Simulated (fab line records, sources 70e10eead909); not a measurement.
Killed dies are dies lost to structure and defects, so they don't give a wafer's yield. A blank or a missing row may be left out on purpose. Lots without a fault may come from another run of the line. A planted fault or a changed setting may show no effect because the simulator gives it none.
Chamber matching | flow nand_harc | NHARC_P_M1_DESCUM_14 on rie_diel-06: 4 sister chambers
The step chemistry O2, time 3 s. 18 wafers are shown with their chamber, then 9 later ones without.

WAFERS WITH THEIR CHAMBER
wafer  | chamber | showerhead_plenum_p_Torr (Torr) | drypump_motor_current_A (A) | oes_product_au (a.u.)
L074.1 | 3       | 1.86                            | 5.8                         | 0.997
L074.3 | 0       | 1.93                            | 5.3                         | 0.998
L074.6 | 1       | 1.97                            | 5.6                         | 1.005
L076.1 | 2       | 2.03                            | 5.0                         | 1.003
L076.2 | 1       | 1.97                            | 5.6                         | 0.997
L076.3 | 0       | 1.93                            | 5.3                         | 0.987
L081.1 | 3       | 1.86                            | 5.7                         | 0.997
L081.2 | 2       | 2.03                            | 5.0                         | 0.998
L081.5 | 0       | 1.93                            | 5.3                         | 0.994
L085.2 | 1       | 1.97                            | 5.6                         | 1.001
L085.5 | 3       | 1.85                            | 5.7                         | 0.993
L085.6 | 2       | 2.03                            | 5.0                         | 1.004
L088.3 | 1       | 1.97                            | 5.6                         | 1.004
L088.4 | 0       | 1.92                            | 5.3                         | 0.991
L088.6 | 1       | 1.97                            | 5.6                         | 1.000
L091.1 | 0       | 1.92                            | 5.3                         | 0.996
L091.3 | 2       | 2.03                            | 5.0                         | 0.994
L091.4 | 1       | 1.97                            | 5.6                         | 0.998

SIGNATURES (means of the wafers above)
reading                  | chamber 0 | chamber 1 | chamber 2 | chamber 3 | scatter within a chamber
showerhead_plenum_p_Torr | 1.9260    | 1.9700    | 2.0300    | 1.8567    | 0.00365
drypump_motor_current_A  | 5.300     | 5.600     | 5.000     | 5.733     | 0.0218
oes_product_au           | 0.99320   | 1.00083   | 0.99975   | 0.99567   | 0.00379
Rule: a wafer's distance from a chamber is the root of the sum, over the readings, of the square of ((its reading less the chamber's mean) divided by the reading's scatter). The wafer belongs to the nearest chamber; if the next one is less than 2 further off, it can't be placed. The scatter: the root of (the sum of the squares of (reading less its chamber's mean) over the shown wafers, divided by (wafers less chambers)).

WAFERS WITHOUT THEIR CHAMBER
wafer  | showerhead_plenum_p_Torr (Torr) | drypump_motor_current_A (A) | oes_product_au (a.u.)
L092.2 | 1.96                            | 5.6                         | 0.999
L092.4 | 2.03                            | 5.0                         | 0.997
L092.6 | 1.85                            | 5.8                         | 1.000
L096.1 | 1.96                            | 5.7                         | 1.006
L096.5 | 1.92                            | 5.3                         | 0.999
L096.6 | 1.96                            | 5.6                         | 0.989
L097.1 | 1.85                            | 5.8                         | 0.994
L097.2 | 1.92                            | 5.3                         | 1.008
L097.6 | 1.85                            | 5.8                         | 1.008

WHICH CHAMBER EACH WENT THROUGH
wafer  | from the rows above | in truth
L092.2 | 1                   | 1
L092.4 | 2                   | 2
L092.6 | 3                   | 3
L096.1 | 1                   | 1
L096.5 | 0                   | 0
L096.6 | 1                   | 1
L097.1 | 3                   | 3
L097.2 | 0                   | 0
L097.6 | 3                   | 3
Placed correctly: 9 of 9. Can't be placed from these rows: 0. Placed wrongly: 0.
